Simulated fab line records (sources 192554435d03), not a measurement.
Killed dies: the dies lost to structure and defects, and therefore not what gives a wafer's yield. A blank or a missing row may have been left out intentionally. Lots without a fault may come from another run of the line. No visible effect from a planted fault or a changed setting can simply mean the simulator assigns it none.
Which tool did it? :: flow n5_finfet :: 33 wafers from 11 lots sampled at 5 of the route's 1938 steps

WHAT THE GAUGES SHOWED, per wafer
N5_SDB_THK_MEAS_31.
lot: L187
measured: day 4 01:18
on: film_metro-02
SDB_THK (nm): 63.7 64.2 62.8

lot: L188
measured: day 4 05:01
on: film_metro-02
SDB_THK (nm): 66.0 66.1 65.9

lot: L189
measured: day 4 09:51
on: film_metro-01
SDB_THK (nm): 61.7 65.3 63.4

lot: L190
measured: day 4 15:26
on: film_metro-02
SDB_THK (nm): 65.1 65.6 64.8

lot: L200
measured: day 7 08:04
on: film_metro-01
SDB_THK (nm): 64.0 64.9 64.3

lot: L201
measured: day 7 12:46
on: film_metro-01
SDB_THK (nm): 65.0 63.1 65.8

lot: L203
measured: day 7 20:59
on: film_metro-01
SDB_THK (nm): 64.1 66.1 64.6

lot: L204
measured: day 8 05:13
on: film_metro-02
SDB_THK (nm): 63.9 65.9 64.6

lot: L206
measured: day 8 18:05
on: film_metro-01
SDB_THK (nm): 64.1 65.3 65.7

lot: L207
measured: day 8 21:11
on: film_metro-01
SDB_THK (nm): 64.8 65.0 65.7

lot: L209
measured: day 9 11:01
on: film_metro-02
SDB_THK (nm): 66.9 66.4 66.9

N5_HKMG_FIN_THK_MEAS_70: measures by xrf.
lot: L187
measured: day 4 05:41
on: film_metro-02
HK_THK (nm): 1.640 1.622 1.629

lot: L188
measured: day 4 09:28
on: film_metro-02
HK_THK (nm): 1.622 1.588 1.608

lot: L189
measured: day 4 14:00
on: film_metro-02
HK_THK (nm): 1.621 1.595 1.656

lot: L190
measured: day 4 19:29
on: film_metro-01
HK_THK (nm): 1.582 1.607 1.607

lot: L200
measured: day 7 12:32
on: film_metro-01
HK_THK (nm): 0.697 1.605 1.601

lot: L201
measured: day 7 17:17
on: film_metro-02
HK_THK (nm): 0.695 1.623 0.686

lot: L203
measured: day 8 01:29
on: film_metro-02
HK_THK (nm): 1.580 1.625 1.633

lot: L204
measured: day 8 09:16
on: film_metro-01
HK_THK (nm): 1.618 1.613 1.589

lot: L206
measured: day 8 22:16
on: film_metro-01
HK_THK (nm): 1.612 1.607 1.613

lot: L207
measured: day 9 01:59
on: film_metro-02
HK_THK (nm): 1.656 1.626 1.613

lot: L209
measured: day 9 15:14
on: film_metro-02
HK_THK (nm): 1.603 1.614 1.580

WHAT TOOL EACH LOT RAN ON (gives the tool, then ch and the chambers of the sampled wafers, and finally the start)
lot: L187
N5_SDB_STRIP_22: plasma_asher-02 ch 0,1, day 3 20:59
N5_SDB_ALD_29: ald_sin-01 ch 0,3, day 3 22:16
N5_HKMG_FIN_HK_ALD_01: ald_hk-03 ch 0,2, day 4 01:55

lot: L188
N5_SDB_STRIP_22: plasma_asher-01 ch 0,1, day 4 01:29
N5_SDB_ALD_29: ald_sin-02 ch 0,2,3, day 4 01:59
N5_HKMG_FIN_HK_ALD_01: ald_hk-03 ch 0,1,2, day 4 05:58

lot: L189
N5_SDB_STRIP_22: plasma_asher-01 ch 0,1, day 4 06:20
N5_SDB_ALD_29: ald_sin-04 ch 2,3, day 4 06:49
N5_HKMG_FIN_HK_ALD_01: ald_hk-03 ch 0,1,3, day 4 10:32

lot: L190
N5_SDB_STRIP_22: plasma_asher-01 ch 1, day 4 11:52
N5_SDB_ALD_29: ald_sin-04 ch 0,1,3, day 4 12:24
N5_HKMG_FIN_HK_ALD_01: ald_hk-01 ch 0,1,3, day 4 16:02

lot: L200
N5_SDB_STRIP_22: plasma_asher-02 ch 0,1, day 7 04:06
N5_SDB_ALD_29: ald_sin-04 ch 0,2,3, day 7 05:02
N5_HKMG_FIN_HK_ALD_01: ald_hk-01 ch 0,1, day 7 08:42

lot: L201
N5_SDB_STRIP_22: plasma_asher-02 ch 0,1, day 7 09:12
N5_SDB_ALD_29: ald_sin-04 ch 0,2,3, day 7 09:44
N5_HKMG_FIN_HK_ALD_01: ald_hk-01 ch 0,1,3, day 7 13:23

lot: L203
N5_SDB_STRIP_22: plasma_asher-02 ch 0,1, day 7 17:30
N5_SDB_ALD_29: ald_sin-04 ch 0,1,2, day 7 17:57
N5_HKMG_FIN_HK_ALD_01: ald_hk-03 ch 1,2, day 7 21:35

lot: L204
N5_SDB_STRIP_22: plasma_asher-01 ch 0,1, day 8 01:37
N5_SDB_ALD_29: ald_sin-02 ch 1,2,3, day 8 02:11
N5_HKMG_FIN_HK_ALD_01: ald_hk-03 ch 1,2,3, day 8 05:49

lot: L206
N5_SDB_STRIP_22: plasma_asher-02 ch 0,1, day 8 13:50
N5_SDB_ALD_29: ald_sin-02 ch 0,1,2, day 8 15:03
N5_HKMG_FIN_HK_ALD_01: ald_hk-02 ch 0,1,3, day 8 18:48

lot: L207
N5_SDB_STRIP_22: plasma_asher-02 ch 0,1, day 8 17:43
N5_SDB_ALD_29: ald_sin-02 ch 0,3, day 8 18:10
N5_HKMG_FIN_HK_ALD_01: ald_hk-03 ch 0,3, day 8 22:08

lot: L209
N5_SDB_STRIP_22: plasma_asher-01 ch 0,1, day 9 07:28
N5_SDB_ALD_29: ald_sin-02 ch 0,1,3, day 9 07:59
N5_HKMG_FIN_HK_ALD_01: ald_hk-02 ch 0,3, day 9 11:46
- N5_SDB_STRIP_22: strips in N2/H2.
- N5_SDB_ALD_29: deposits SiNx, target thk 30 nm, pulse time 1 s, ald cycles 600.
- N5_HKMG_FIN_HK_ALD_01: deposits HfO2, target thk 1.6 nm, pulse time 3 s, purge time 3 s.

WHAT THE TOOLS THEMSELVES READ (means of the sampled wafers that have a number; where no wafer has one, the mark that the record gives instead)
N5_SDB_STRIP_22.
lot: L187
tool: plasma_asher-02
drypump_motor_current_A (A): 5.32
heater_power_w (W): 375
n2_flow_sccm (sccm): 1753
oes_product_au (a.u.): 0.714
strip_time_to_endpoint_s (s): 96.4

lot: L188
tool: plasma_asher-01
drypump_motor_current_A (A): 5.23
heater_power_w (W): 304
n2_flow_sccm (sccm): 1745
oes_product_au (a.u.): 0.710
strip_time_to_endpoint_s (s): 95.9

lot: L189
tool: plasma_asher-01
drypump_motor_current_A (A): 5.03
heater_power_w (W): 321
n2_flow_sccm (sccm): 1755
oes_product_au (a.u.): 0.712
strip_time_to_endpoint_s (s): 96.3

lot: L190
tool: plasma_asher-01
drypump_motor_current_A (A): 5.48
heater_power_w (W): 280
n2_flow_sccm (sccm): 1751
oes_product_au (a.u.): 0.710
strip_time_to_endpoint_s (s): 96.2

lot: L200
tool: plasma_asher-02
drypump_motor_current_A (A): 5.25
heater_power_w (W): 367
n2_flow_sccm (sccm): 1745
oes_product_au (a.u.): 0.716
strip_time_to_endpoint_s (s): 96.2

lot: L201
tool: plasma_asher-02
drypump_motor_current_A (A): 5.33
heater_power_w (W): 378
n2_flow_sccm (sccm): 1745
oes_product_au (a.u.): 0.709
strip_time_to_endpoint_s (s): 96.2

lot: L203
tool: plasma_asher-02
drypump_motor_current_A (A): 5.32
heater_power_w (W): 383
n2_flow_sccm (sccm): 1751
oes_product_au (a.u.): 0.711
strip_time_to_endpoint_s (s): 96.1

lot: L204
tool: plasma_asher-01
drypump_motor_current_A (A): 5.04
heater_power_w (W): 319
n2_flow_sccm (sccm): 1748
oes_product_au (a.u.): 0.714
strip_time_to_endpoint_s (s): 96.4

lot: L206
tool: plasma_asher-02
drypump_motor_current_A (A): 5.31
heater_power_w (W): 388
n2_flow_sccm (sccm): 1750
oes_product_au (a.u.): 0.715
strip_time_to_endpoint_s (s): 96.2

lot: L207
tool: plasma_asher-02
drypump_motor_current_A (A): 5.25
heater_power_w (W): 371
n2_flow_sccm (sccm): 1749
oes_product_au (a.u.): 0.719
strip_time_to_endpoint_s (s): 96.2

lot: L209
tool: plasma_asher-01
drypump_motor_current_A (A): 5.03
heater_power_w (W): 314
n2_flow_sccm (sccm): 1750
oes_product_au (a.u.): 0.716
strip_time_to_endpoint_s (s): 96.9

N5_SDB_ALD_29.
lot: L187
tool: ald_sin-01
heater_power_w (W): 768
precursor_pulse_height_rel: 1.008

lot: L188
tool: ald_sin-02
heater_power_w (W): 831
precursor_pulse_height_rel: 0.998

lot: L189
tool: ald_sin-04
heater_power_w (W): 905
precursor_pulse_height_rel: 0.987

lot: L190
tool: ald_sin-04
heater_power_w (W): 847
precursor_pulse_height_rel: 0.996

lot: L200
tool: ald_sin-04
heater_power_w (W): 886
precursor_pulse_height_rel: 1.004

lot: L201
tool: ald_sin-04
heater_power_w (W): 871
precursor_pulse_height_rel: 0.998

lot: L203
tool: ald_sin-04
heater_power_w (W): 891
precursor_pulse_height_rel: 1.001

lot: L204
tool: ald_sin-02
heater_power_w (W): 792
precursor_pulse_height_rel: 0.994

lot: L206
tool: ald_sin-02
heater_power_w (W): 804
precursor_pulse_height_rel: 0.983

lot: L207
tool: ald_sin-02
heater_power_w (W): 798
precursor_pulse_height_rel: 1.012

lot: L209
tool: ald_sin-02
heater_power_w (W): 799
precursor_pulse_height_rel: 0.990

N5_HKMG_FIN_HK_ALD_01.
lot: L187
tool: ald_hk-03
precursor_pulse_height_rel: 0.975

lot: L188
tool: ald_hk-03
precursor_pulse_height_rel: 0.996

lot: L189
tool: ald_hk-03
precursor_pulse_height_rel: 0.990

lot: L190
tool: ald_hk-01
precursor_pulse_height_rel: 1.011

lot: L200
tool: ald_hk-01
precursor_pulse_height_rel: 0.975

lot: L201
tool: ald_hk-01
precursor_pulse_height_rel: 0.997

lot: L203
tool: ald_hk-03
precursor_pulse_height_rel: 1.005

lot: L204
tool: ald_hk-03
precursor_pulse_height_rel: 1.003

lot: L206
tool: ald_hk-02
precursor_pulse_height_rel: 1.027

lot: L207
tool: ald_hk-03
precursor_pulse_height_rel: 0.999

lot: L209
tool: ald_hk-02
precursor_pulse_height_rel: 0.990

THE ANSWER, worked out from the rows above alone
Rule: the lots themselves supply what counts as usual. Put in order of their means at a reading, lots are off if they are a third of the lots or fewer, leave a main group of 4 or more, and stand apart from it by a gap of 3 or more times the standard deviation of the main group's means; of several such gaps the widest counts. Not used: any main group whose means are identical at the precision the tables above print for the reading. A lot without any number at a reading at which 4 lots or more have one is off too. The other lots that the step has rows for count as sound. Order of review: gauges by route order, followed by the tools' own readings, for which a lot's mean as printed above is used. At the first step where some lot is off, the reading lying furthest off is the one used; lots without a number count as furthest.
Off: at N5_HKMG_FIN_THK_MEAS_70 (HK_THK), L200, L201. Mean 1.613 nm and standard deviation 0.012 in the main group.
If a tool, at a process step before that reading, ran all the lots that are off and no sound lot after the first of them, it fits. The gauges at N5_HKMG_FIN_THK_MEAS_70 are tried like those tools. One fits: ald_hk-01 at N5_HKMG_FIN_HK_ALD_01. A fault onset in the window from L190 (day 4 16:02, its last sound lot) to L200 (day 7 08:42, its first lot off) fits.

WHAT THE SIMULATOR HAD INSERTED
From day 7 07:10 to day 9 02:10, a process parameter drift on ald_hk-01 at N5_HKMG_FIN_HK_ALD_01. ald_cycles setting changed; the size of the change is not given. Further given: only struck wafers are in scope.
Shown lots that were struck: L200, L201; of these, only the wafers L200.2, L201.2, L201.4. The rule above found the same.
